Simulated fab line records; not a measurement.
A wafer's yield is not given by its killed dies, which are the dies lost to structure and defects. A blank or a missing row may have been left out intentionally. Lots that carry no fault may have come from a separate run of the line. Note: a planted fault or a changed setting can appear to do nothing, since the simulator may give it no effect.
Lot-split experiment	flow n5 finfet	21 wafers read across 7 lots, on a route 1938 steps long

THE SPLIT
At N5_BEOL_M9_ETCH_62 (etches SOC in N2/H2, target depth 110 nm, overetch 22 nm, time 165 s), the setting time s was moved away from the recipe's 165 s on 6 of the 21 wafers read, by -9.6% to +21.5%. The other wafers ran this setting at the recipe's value.

FROM THE SPLIT TO THE READING: what the file shows between them, 2 steps
- N5_BEOL_M9_STRIP_68: strips in N2/H2
- N5_BEOL_M9_STRIP_67: strips in CF4

THE READING
etch.depth nm (the simulator's own value, which no gauge read), in nm, at N5_BEOL_M9_HM_OPEN_17 (chemistry Cl2/BCl3, target TiN, target depth 20 nm, overetch 6 nm). The file does not state a usual value for it. Here, 15 wafers ran the recipe; their average is 19.97 nm with a standard deviation of 0.3 nm.

wafer	tool, chamber at the split	time s as run, s	against the recipe	etch.depth nm, nm	against lot-mates on the recipe
L074.1	rie diel-03, 2,0	165	recipe	19.98	-
L074.2	rie diel-03, 2,0	165	recipe	20.12	-
L074.4	rie diel-03, 1	200.5	+21.5%	16.94	-3.11
L076.1	rie diel-01, 0	165	recipe	19.86	-
L076.3	rie diel-01, 2	165	recipe	19.53	-
L076.4	rie diel-01, 3	184.3	+11.7%	18.13	-1.57
L078.2	rie diel-06, 3,1	165	recipe	19.99	-
L078.3	rie diel-06, 3,1	165	recipe	20.01	-
L078.4	rie diel-06, 2	165	recipe	20.2	-
L082.3	rie diel-06, 2,1	149.1	-9.6%	20.13	+0.02
L082.5	rie diel-06, 0	165	recipe	20.11	-
L082.6	rie diel-06, 2,1	149.1	-9.6%	19.64	-0.47
L090.1	rie diel-06, 0,2,2	165	recipe	20.29	-
L090.4	rie diel-06, 0,2,2	165	recipe	20.34	-
L090.6	rie diel-06, 0,2,2	165	recipe	20.48	-
L089.1	rie diel-06, 1	165	recipe	19.88	-
L089.2	rie diel-06, 2	165	recipe	19.87	-
L089.5	rie diel-06, 0	165	recipe	19.55	-
L094.2	rie diel-01, 0	150.2	-9.0%	20	+0.59
L094.4	rie diel-01, 1	165	recipe	19.41	-
L094.5	rie diel-01, 3	150.2	-9.0%	19.91	+0.50
When a row names more than one chamber, that row covers several wafers, and the file does not tell which wafer ran in which chamber.

THE FIT
A straight line over all 21 wafers: etch.depth nm changes by -0.0907 nm for each +1% of time s; r = -0.78; the points scatter about the line by 0.52 nm.
The same after taking each lot's own level away (the mean of its wafers on the recipe; 21 wafers): -0.0967 nm for each +1%; r = -0.85; scatter 0.43 nm.
According to that fit, moving time s by its largest amount changes the reading by 2.1 nm.
Across the lots, their own levels run from 19.410 to 20.370 nm, a range of 3.2 times the standard deviation given above.
So the lot-to-lot level blurs the effect unless lot-mates are compared.
Check: with one of the wafers moved furthest among these (+21.5%) left out of the fit, the line predicts -1.31 nm for it against its lot-mates. Against them it came out at -3.11 nm.

THE OTHER SPLITS THESE WAFERS WENT THROUGH
Note: prior to the reading, these wafers also went through further splits. Each is held against what the fit with the lots' levels taken away leaves over:
other split on the same wafers	wafers away from the commonest value	r with etch.depth nm (lot level and that fit taken away)
N5_BEOL_M7_COAT_60 spin rpm	6	+0.00
N5_BEOL_M7_VIA_ETCH_34 source w	6	-0.09
N5_BEOL_M7_TRENCH_ETCH_37 time s	6	-0.59
N5_BEOL_M8_ALD_77 ald cycles	7	-0.14

THE WHOLE CHAIN: every reading that the file lists as answering this split, in the file's order
step	what it does	reading	change (the file's fit)	r (the file's)
N5_BEOL_M9_ETCH_62	etches SOC in N2/H2, target depth 110 nm, overetch 22 nm, time 165 s	SiARC_of_BEOL_M9_COAT_60.thk nm (the simulator's own value, which no gauge read)	-0.062 nm for each +1% of the setting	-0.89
N5_BEOL_M9_HM_OPEN_17	chemistry Cl2/BCl3, target TiN, target depth 20 nm, overetch 6 nm	etch.depth nm (the simulator's own value, which no gauge read)	-0.114 nm for each +1% of the setting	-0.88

FILE'S OWN FIT
etch.depth nm changes by -0.114 nm for each +1% of time s, r = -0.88.
